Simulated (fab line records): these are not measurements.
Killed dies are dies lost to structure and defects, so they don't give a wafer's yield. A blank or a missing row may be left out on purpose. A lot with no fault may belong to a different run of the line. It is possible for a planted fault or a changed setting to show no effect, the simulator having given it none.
Chamber matching / flow nand harc / NHARC_A_STAIRCASE_CMP_450 on cmp-03: 4 sister chambers
The step polishes SiO2, target thk 200 nm. 8 wafers are shown with their chamber, then 10 later ones without.

== WAFERS WITH THEIR CHAMBER ==
wafer=L075.3; chamber=2; slurry filter dp kPa (kPa)=13.65; motor current A (A)=12.7
wafer=L078.3; chamber=3; slurry filter dp kPa (kPa)=13.51; motor current A (A)=13.2
wafer=L079.1; chamber=3; slurry filter dp kPa (kPa)=13.40; motor current A (A)=13.5
wafer=L079.2; chamber=2; slurry filter dp kPa (kPa)=13.90; motor current A (A)=12.2
wafer=L084.3; chamber=0; slurry filter dp kPa (kPa)=13.47; motor current A (A)=12.7
wafer=L084.6; chamber=1; slurry filter dp kPa (kPa)=13.38; motor current A (A)=11.9
wafer=L089.1; chamber=0; slurry filter dp kPa (kPa)=13.64; motor current A (A)=12.5
wafer=L089.4; chamber=1; slurry filter dp kPa (kPa)=13.57; motor current A (A)=12.1

== WAFERS MISSING THEIR CHAMBER ==
wafer=L089.5; slurry filter dp kPa (kPa)=13.31; motor current A (A)=12.8
wafer=L088.1; slurry filter dp kPa (kPa)=13.27; motor current A (A)=12.6
wafer=L088.3; slurry filter dp kPa (kPa)=13.54; motor current A (A)=12.6
wafer=L088.4; slurry filter dp kPa (kPa)=13.55; motor current A (A)=13.0
wafer=L092.2; slurry filter dp kPa (kPa)=13.50; motor current A (A)=13.4
wafer=L092.3; slurry filter dp kPa (kPa)=13.56; motor current A (A)=13.1
wafer=L092.5; slurry filter dp kPa (kPa)=13.59; motor current A (A)=12.3
wafer=L094.4; slurry filter dp kPa (kPa)=13.70; motor current A (A)=12.4
wafer=L094.5; slurry filter dp kPa (kPa)=13.45; motor current A (A)=12.2
wafer=L094.6; slurry filter dp kPa (kPa)=13.62; motor current A (A)=13.0

== EACH ONE'S CHAMBER ==
wafer=L089.5; from the rows above=can't be placed: 0 or 3 or 1 or 2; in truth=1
wafer=L088.1; from the rows above=can't be placed: 0 or 1 or 3 or 2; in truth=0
wafer=L088.3; from the rows above=can't be placed: 0 or 2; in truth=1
wafer=L088.4; from the rows above=can't be placed: 3 or 0 or 2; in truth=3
wafer=L092.2; from the rows above=3; in truth=3
wafer=L092.3; from the rows above=can't be placed: 3 or 0 or 2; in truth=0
wafer=L092.5; from the rows above=can't be placed: 0 or 2 or 1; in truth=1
wafer=L094.4; from the rows above=can't be placed: 2 or 0 or 1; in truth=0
wafer=L094.5; from the rows above=can't be placed: 1 or 0 or 2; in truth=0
wafer=L094.6; from the rows above=can't be placed: 0 or 3 or 2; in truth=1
1 of 10 placed correctly. Not placeable from these rows: 9 (in 7, the candidates include the true chamber). Number placed wrongly: 0.
How it was worked out, from the rows above alone: a wafer's distance from a chamber is the root of the sum, over the readings, of the square of ((its reading less the chamber's mean) divided by the reading's scatter). The wafer belongs to the nearest chamber; if the next one is less than 2 further off, it can't be placed. The mean given for a chamber averages the wafers shown for that chamber. The scatter: take each reading less its chamber's mean, square it, sum over the shown wafers, divide by the number of wafers less the number of chambers, and take the root.
